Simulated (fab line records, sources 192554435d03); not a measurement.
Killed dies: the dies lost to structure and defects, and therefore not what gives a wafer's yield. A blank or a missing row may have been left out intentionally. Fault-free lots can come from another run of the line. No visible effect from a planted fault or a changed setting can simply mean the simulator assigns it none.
Which tool was responsible?	flow n5-finfet	26 wafers from 9 lots sampled at 6 of the route's 1938 steps

## WHAT THE GAUGES READ, wafer by wafer
N5_FIN_CUT_INSPECT_17: inspects for defects (brightfield). Usual: 241 for raw-defect-count, sd 62.
lot	measured	on	raw-defect-count	flag
L512	day 2 03:57	defect-inspect-01	323 310 280	
L513	day 2 08:50	defect-inspect-01	179 310 294	
L516	day 3 04:01	defect-inspect-01	391 213 234	
L517	day 3 10:20	defect-inspect-01	220 177	
L518	day 3 15:52	defect-inspect-02	860 201 232	OFF
L530	day 6 16:59	defect-inspect-01	336 325 275	
L532	day 7 04:07	defect-inspect-02	277 268 144	
L534	day 7 15:20	defect-inspect-02	368 243 296	
L535	day 7 22:40	defect-inspect-02	195 356 304	

N5_BEOL_M4_RC_MEAS_101. Usual: DIBL_N 37.5 mV/V, standard deviation 1.9; DIBL_P 37.3 mV/V, standard deviation 2.4; IOFF_N 0.18 nA/um, standard deviation 0.038; IOFF_P 0.23 nA/um, standard deviation 0.045; ION_N 677 uA/um, standard deviation 11; ION_P 464 uA/um, standard deviation 8.1; SS_N 72.0 mV/dec, standard deviation 0.68; SS_P 73.5 mV/dec, standard deviation 0.77; VT_N 249 mV, standard deviation 3.3; VT_P -249 mV, standard deviation 3.6.
lot	measured	on	DIBL_N (mV/V)	DIBL_P (mV/V)	IOFF_N (nA/um)	IOFF_P (nA/um)	ION_N (uA/um)	ION_P (uA/um)	SS_N (mV/dec)	SS_P (mV/dec)	VT_N (mV)	VT_P (mV)	flag
L512	day 8 00:23	prober-02	38.1 40.4 37.6	37.5 40.1 36.8	0.18 0.23 0.17	0.20 0.24 0.19	672 687 665	449 465 451	72.3 73.4 71.6	73.7 73.7 73.8	250 248 252	-251 -249 -254	
L513	day 7 19:20	prober-01	38.4 36.5 39.9	37.3 36.1 39.5	0.22 0.17 0.24	0.24 0.21 0.27	688 667 679	468 460 461	72.3 71.8 72.8	74.0 73.1 74.7	242 248 245	-247 -253 -247	
L516	day 8 20:15	prober-02	35.6 39.6 39.7	35.8 39.9 39.8	0.12 0.19 0.20	0.18 0.25 0.24	663 674 679	458 467 464	71.6 72.5 72.7	72.7 74.1 74.1	257 251 249	-254 -246 -252	
L517	day 9 04:13	prober-01	38.2 36.4	37.2 35.1	0.18 0.15	0.25 0.22	685 673	471 469	71.5 71.0	73.8 72.5	247 248	-247 -250	
L518	day 9 01:01	prober-01	39.0 34.3 36.0	39.5 33.8 36.2	0.21 0.13 0.14	0.20 0.14 0.17	683 658 676	456 449 460	72.3 70.8 71.4	73.6 71.8 73.1	246 251 251	-256 -256 -253	
L530	day 13 02:58	prober-02	40.4 34.6 39.7	40.5 33.0 38.5	0.23 0.11 0.23	0.27 0.16 0.24	687 658 690	463 459 463	72.3 71.4 72.9	74.8 72.1 74.0	244 257 244	-250 -255 -246	
L532	day 13 05:11	prober-02	38.6 39.7 40.7	39.3 40.5 41.6	0.18 0.23 0.23	0.24 0.26 0.27	681 683 692	464 463 470	71.8 72.4 72.7	74.7 74.5 74.2	247 244 245	-250 -249 -249	
L534	day 13 12:23	prober-02	38.9 36.0 34.5	38.9 36.7 36.0	0.22 0.15 0.13	0.25 0.21 0.20	682 675 664	458 466 462	72.6 71.9 71.6	73.9 72.7 73.4	248 249 253	-249 -248 -250	
L535	day 13 19:59	prober-02	41.6 37.2 38.0	42.9 36.3 37.6	0.28 0.17 0.17	0.37 0.24 0.23	705 670 670	480 462 462	72.5 71.4 72.1	75.0 73.9 73.2	243 249 251	-242 -245 -251	

## WHAT TOOL EACH LOT RAN ON (gives the tool, then ch and the chambers of the sampled wafers, and finally the start)
lot	N5_FIN_CUT_ETCH_20	N5_FIN_CUT_CUT_ETCH_27	N5_FIN_CUT_CUT_ETCH_15	N5_STI_FIN_REVEAL_ALD_14
L512	rie-diel-05 ch 1,3, day 2 03:02	rie-diel-05 ch 1,3, day 2 03:28	rie-si-01 ch 0,3, day 2 03:37	ald-sin-02 ch 1,2,3, day 2 04:02
L513	rie-diel-05 ch 0,3, day 2 07:58	rie-diel-05 ch 0,3, day 2 08:24	rie-si-03 ch 1,2,3, day 2 08:33	ald-sin-02 ch 0,2,3, day 2 08:55
L516	rie-diel-02 ch 0,1,2, day 3 03:10	rie-diel-02 ch 0,1,2, day 3 03:35	rie-si-03 ch 0,2, day 3 03:44	ald-sin-03 ch 0,1,2, day 3 04:25
L517	rie-diel-01 ch 1,2, day 3 09:25	rie-diel-01 ch 1, day 3 09:53	rie-si-03 ch 0,3, day 3 10:02	ald-sin-02 ch 1,3, day 3 10:25
L518	rie-diel-05 ch 0,1,2, day 3 14:51	rie-diel-05 ch 0,1,2, day 3 15:17	rie-si-03 ch 0,1,3, day 3 15:26	ald-sin-03 ch 0,3, day 3 15:58
L530	rie-diel-01 ch 0,1,2, day 6 15:58	rie-diel-01 ch 0,1,2, day 6 16:23	rie-si-01 ch 0,2,3, day 6 16:42	ald-sin-03 ch 0,1,3, day 6 17:08
L532	rie-diel-01 ch 1,2,3, day 7 03:15	rie-diel-01 ch 1,2,3, day 7 03:41	rie-si-02 ch 2,3, day 7 03:50	ald-sin-01 ch 0,2,3, day 7 04:11
L534	rie-diel-05 ch 0,2,3, day 7 14:22	rie-diel-05 ch 0,2,3, day 7 14:48	rie-si-03 ch 0,3, day 7 14:56	ald-sin-03 ch 0,1,2, day 7 15:37
L535	rie-diel-02 ch 1,2, day 7 21:49	rie-diel-02 ch 1,2, day 7 22:14	rie-si-03 ch 0,1,2, day 7 22:23	ald-sin-02 ch 0,1, day 7 22:45
- N5_FIN_CUT_ETCH_20: etches SiARC in CF4, target depth 26 nm, time 43.3 s.
- N5_FIN_CUT_CUT_ETCH_27: etches SiO2 in CHF3/O2, target depth 4 nm, overetch 2 nm, time 4.9 s.
- N5_FIN_CUT_CUT_ETCH_15: etches Si in HBr/Cl2/O2, target depth 100 nm, bt time 10 s, time 42.4 s.
- N5_STI_FIN_REVEAL_ALD_14: deposits Si3N4, target thk 3 nm.

## AS READ BY THE TOOLS THEMSELVES (means over the sampled wafers that have a number; for cases with no such wafer, the mark the record gives instead)
N5_FIN_CUT_ETCH_20. Usual: drypump-motor-current-A 5.9 A, standard deviation 0.33; etch-rf-on-time-s 43.0 s, standard deviation 1.1; oes-product-au 0.66 a.u., standard deviation 0.062; rf-vpp-V 184.1 V, standard deviation 1.2; showerhead-plenum-p-Torr 2.14 Torr, standard deviation 0.062; throttle-valve-pct 15.67 %, standard deviation 0.25.
lot	tool	drypump-motor-current-A (A)	etch-rf-on-time-s (s)	oes-product-au (a.u.)	rf-vpp-V (V)	showerhead-plenum-p-Torr (Torr)	throttle-valve-pct (%)	flag
L512	rie-diel-05	5.9	43.7	0.67	184.8	2.16	15.57	
L513	rie-diel-05	5.7	44.0	0.66	183.9	2.16	15.63	
L516	rie-diel-02	6.1	43.9	0.63	184.3	2.14	15.70	
L517	rie-diel-01	5.9	42.2	0.65	183.1	2.17	15.51	
L518	rie-diel-05	5.6	42.7	0.73	183.9	2.10	15.54	
L530	rie-diel-01	6.0	42.7	0.69	184.2	2.17	15.42	
L532	rie-diel-01	5.9	43.0	0.70	183.5	2.13	15.46	
L534	rie-diel-05	5.8	43.8	0.67	183.9	2.14	15.56	
L535	rie-diel-02	6.2	43.7	0.59	183.5	2.06	15.84	

N5_FIN_CUT_CUT_ETCH_27. Usual: drypump-motor-current-A 5.9 A, standard deviation 0.33; oes-product-au 0.61 a.u., standard deviation 0.054; rf-vpp-V 520 V, standard deviation 17; showerhead-plenum-p-Torr 2.40 Torr, standard deviation 0.075; throttle-valve-pct 18.85 %, standard deviation 0.21.
lot	tool	drypump-motor-current-A (A)	oes-product-au (a.u.)	rf-vpp-V (V)	showerhead-plenum-p-Torr (Torr)	throttle-valve-pct (%)	flag
L512	rie-diel-05	5.9	0.62	529	2.42	18.73	
L513	rie-diel-05	5.8	0.61	548	2.43	18.81	
L516	rie-diel-02	6.1	0.59	509	2.39	18.84	
L517	rie-diel-01	6.2	0.64	524	2.43	18.59	
L518	rie-diel-05	5.6	0.67	522	2.36	18.74	
L530	rie-diel-01	6.0	0.63	527	2.45	18.68	
L532	rie-diel-01	5.9	0.65	524	2.40	18.72	
L534	rie-diel-05	5.8	0.63	527	2.40	18.75	
L535	rie-diel-02	6.3	0.55	512	2.30	18.94	

N5_FIN_CUT_CUT_ETCH_15. Usual: drypump-motor-current-A 6.0 A, standard deviation 0.53; oes-product-au 0.997 a.u., standard deviation 0.014; throttle-valve-pct 37.22 %, standard deviation 0.26.
lot	tool	drypump-motor-current-A (A)	oes-product-au (a.u.)	throttle-valve-pct (%)	flag
L512	rie-si-01	6.2	1.004	37.20	
L513	rie-si-03	5.7	0.997	37.24	
L516	rie-si-03	5.5	1.014	37.37	
L517	rie-si-03	6.2	0.996	37.36	
L518	rie-si-03	6.2	0.989	37.38	
L530	rie-si-01	6.2	1.003	37.24	
L532	rie-si-02	5.6	1.000	37.02	
L534	rie-si-03	6.1	0.986	37.26	
L535	rie-si-03	5.9	0.999	37.45	

N5_STI_FIN_REVEAL_ALD_14. Usual: heater-power-w 841 W, standard deviation 93; susceptor-temp-C 399.99 C, standard deviation 0.23.
lot	tool	heater-power-w (W)	susceptor-temp-C (C)	flag
L512	ald-sin-02	868	399.86	
L513	ald-sin-02	813	399.91	
L516	ald-sin-03	787	400.02	
L517	ald-sin-02	902	400.10	
L518	ald-sin-03	757	400.09	
L530	ald-sin-03	828	399.82	
L532	ald-sin-01	831	399.81	
L534	ald-sin-03	788	399.73	
L535	ald-sin-02	893	399.86	

## THE ANSWER, worked out from the rows above alone
Rule: a lot is off if the mean of its wafers that have a number lies more than 3 standard deviations from the usual mean. Also off: a lot with no number at a reading for which 4 or more lots have one. All remaining lots with rows at the step are treated as sound. Order of review: gauges by route order, followed by the tools' own readings, for which a lot's mean as printed above is used. The first step at which some lot is off is used, and at that step the reading that is off furthest; a lot without a number counts as furthest.
Off at N5_FIN_CUT_INSPECT_17 (raw-defect-count): L518.
A tool fits if, at a process step before that reading, it ran every lot that is off, and no sound lot after the first of them. The gauges at N5_FIN_CUT_INSPECT_17 are tried like those tools. None of those tried fits.

## WHAT HAD BEEN PUT IN BY THE SIMULATOR
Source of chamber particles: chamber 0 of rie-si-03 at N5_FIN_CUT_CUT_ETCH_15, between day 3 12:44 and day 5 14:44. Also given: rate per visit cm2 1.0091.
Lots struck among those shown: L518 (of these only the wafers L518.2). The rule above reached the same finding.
